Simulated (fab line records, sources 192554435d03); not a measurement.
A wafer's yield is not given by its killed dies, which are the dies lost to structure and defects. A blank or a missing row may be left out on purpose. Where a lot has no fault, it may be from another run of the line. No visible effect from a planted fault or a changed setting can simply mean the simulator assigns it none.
Lot-split experiment + flow n5Finfet + route with 1938 steps; 7 lots, 21 wafers read

SPLIT DETAILS
At N5_BEOL_M0_SAQP_ETCH_107 (etches SiNx in CH3F/O2, target depth 30 nm), the setting biasW was moved away from the recipe's 73 W on 7 of the 21 wafers read, by -16.1% to +14.9%. The other wafers ran this setting at the recipe's value.

The reading is taken at the split's own step.

THE READING
rfVppV, in V, at N5_BEOL_M0_SAQP_ETCH_107 (etches SiNx in CH3F/O2, target depth 30 nm). On this fab line, fault-free wafers typically give 294 V with a standard deviation of 5 V.

| wafer  | tool, chamber at the split | biasW as run, W | against the recipe | rfVppV, V | against lot-mates on the recipe |
|--------|----------------------------|-----------------|--------------------|-----------|---------------------------------|
| L075.2 | rieDiel-05, 0              | 73              | recipe             | 296       | -                               |
| L075.5 | rieDiel-05, 3              | 73              | recipe             | 291       | -                               |
| L075.6 | rieDiel-05, 0              | 64.87           | -11.1%             | 268       | -26                             |
| L081.1 | rieDiel-04, 3              | 83.91           | +14.9%             | 335       | +37                             |
| L081.2 | rieDiel-04, 0              | 73              | recipe             | 300       | -                               |
| L081.5 | rieDiel-04, 1              | 73              | recipe             | 296       | -                               |
| L084.2 | rieDiel-04, 1              | 73              | recipe             | 296       | -                               |
| L084.3 | rieDiel-04, 2              | 73              | recipe             | 284       | -                               |
| L084.6 | rieDiel-04, 0              | 73              | recipe             | 302       | -                               |
| L086.2 | rieDiel-05, 3              | 73              | recipe             | 290       | -                               |
| L086.3 | rieDiel-05, 1              | 73              | recipe             | 295       | -                               |
| L086.6 | rieDiel-05, 1              | 73              | recipe             | 297       | -                               |
| L090.2 | rieDiel-04, 1              | 76.47           | +4.8%              | 307       | +8                              |
| L090.5 | rieDiel-04, 2              | 76.47           | +4.8%              | 294       | -5                              |
| L090.6 | rieDiel-04, 3              | 73              | recipe             | 299       | -                               |
| L091.2 | rieDiel-05, 2              | 73              | recipe             | 292       | -                               |
| L091.3 | rieDiel-05, 1              | 61.24           | -16.1%             | 257       | -38                             |
| L091.5 | rieDiel-05, 1              | 73              | recipe             | 298       | -                               |
| L097.1 | rieDiel-05, 3              | 82.66           | +13.2%             | 323       | +27                             |
| L097.2 | rieDiel-05, 1              | 73              | recipe             | 296       | -                               |
| L097.4 | rieDiel-05, 2              | 82.66           | +13.2%             | 323       | +27                             |

THE FIT
A straight line over all 21 wafers: rfVppV changes by +2.31 V for each +1% of biasW; r = +0.96; the points scatter about the line by 4.9 V.
The same after taking each lot's own level away (the mean of its wafers on the recipe; 21 wafers): +2.2 V for each +1%; r = +0.95; scatter 5.1 V.
The reading moves by 35 V for the largest change in biasW, on that fit.
Measured against the standard deviation above, the lots' own levels, which go from 293.5 to 299.0 V, span 1.1 times it.
Consequently the slope shifts little with the lot-to-lot level, the two slopes agreeing.
Check: with one of the wafers moved furthest among these (-16.1%) left out of the fit, the line predicts -35.6 V for it against its lot-mates. Against them it came out at -38 V.
Tool readings at the split's step, against how far the setting was moved: rfVppV r = +0.96.

OTHER SPLITS APPLIED TO THESE WAFERS
Before the reading, these wafers also passed through other splits. Each is held against what the fit with the lots' levels taken away leaves over:
| other split on the same wafers              | wafers away from the commonest value | r with rfVppV (lot level and that fit taken away) |
|---------------------------------------------|--------------------------------------|---------------------------------------------------|
| N5_SDB_STRIP_22 powerW                      | 7                                    | +0.14                                             |
| N5_HKMG_FIN_ETCH_54 sourceW                 | 7                                    | -0.14                                             |
| N5_MOL_CONTACT_COAG_CONTACT_ETCH_14 sourceW | 2                                    | +0.04                                             |
| N5_MOL_CONTACT_COAG_COAT_64 spinRpm         | 7                                    | +0.04                                             |
| N5_BEOL_M0_SAQP_SPACER1_ALD_98 aldCycles    | 4                                    | -0.02                                             |

THE WHOLE CHAIN: every reading that the file lists as answering this split, in the file's order
| step                     | what it does                               | reading                                                                      | change (the file's fit)             | r (the file's) |
|--------------------------|--------------------------------------------|------------------------------------------------------------------------------|-------------------------------------|----------------|
| N5_BEOL_M0_SAQP_ETCH_107 | etches SiNx in CH3F/O2, target depth 30 nm | rfVppV                                                                       | +2.26 V for each +1% of the setting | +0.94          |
| N5_BEOL_M0_SAQP_ETCH_107 | etches SiNx in CH3F/O2, target depth 30 nm | BEOL_M0_SAQP.featureDepthNm (the simulator's own value, which no gauge read) | +0.1 nm for each +1% of the setting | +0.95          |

THE FILE'S OWN FIT
rfVppV changes by +2.26 V for each +1% of biasW, r = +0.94.
